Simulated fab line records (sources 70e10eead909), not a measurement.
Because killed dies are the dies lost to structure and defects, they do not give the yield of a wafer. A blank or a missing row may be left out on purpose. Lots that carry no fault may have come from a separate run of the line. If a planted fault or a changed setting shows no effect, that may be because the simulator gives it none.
Matching of chambers + flow nand_harc + 4 sister chambers for NHARC_A_CHANNEL_FILL_D2_ALD_14 on ald_hk-02
The step deposits SiO2, target thk 2.5 nm, pulse time 10 s, ald cycles 25. 4 wafers are shown with their chamber, then 12 later ones without.

WAFERS, EACH WITH ITS CHAMBER
| wafer  | chamber | heater_power_w (W) |
|--------|---------|--------------------|
| L087.1 | 1       | 473                |
| L087.4 | 2       | 434                |
| L087.5 | 3       | 384                |
| L087.6 | 0       | 501                |

WAFERS WITHOUT THEIR CHAMBER
| wafer  | heater_power_w (W) |
|--------|--------------------|
| L092.3 | 384                |
| L092.5 | 513                |
| L092.6 | 391                |
| L096.2 | 521                |
| L096.4 | 475                |
| L096.5 | 469                |
| L094.1 | 523                |
| L094.2 | 455                |
| L094.3 | 435                |
| L095.2 | 467                |
| L095.4 | 444                |
| L095.5 | 397                |

CHAMBER TAKEN BY EACH
| wafer  | from the rows above     | in truth |
|--------|-------------------------|----------|
| L092.3 | 3                       | 3        |
| L092.5 | 0                       | 0        |
| L092.6 | 3                       | 3        |
| L096.2 | 0                       | 0        |
| L096.4 | 1                       | 1        |
| L096.5 | 1                       | 1        |
| L094.1 | 0                       | 0        |
| L094.2 | can't be placed: 1 or 2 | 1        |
| L094.3 | 2                       | 2        |
| L095.2 | 1                       | 1        |
| L095.4 | can't be placed: 2 or 1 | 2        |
| L095.5 | 3                       | 3        |
Correct placement for 10 of the 12. Not placeable from these rows: 2 (in 2, the candidates include the true chamber). 0 placed wrongly.
How it was worked out, from the rows above alone: a wafer's distance from a chamber is the root of the sum, over the readings, of the square of ((its reading less the chamber's mean) divided by the reading's scatter). If the next closest chamber is less than 2 further off than the closest, the wafer can't be placed; otherwise it belongs to the closest. For every chamber, the mean is computed from those of its wafers that are shown. The scatter: root of mean squared gap, hidden wafer to nearest shown wafer, with one shown wafer a chamber.
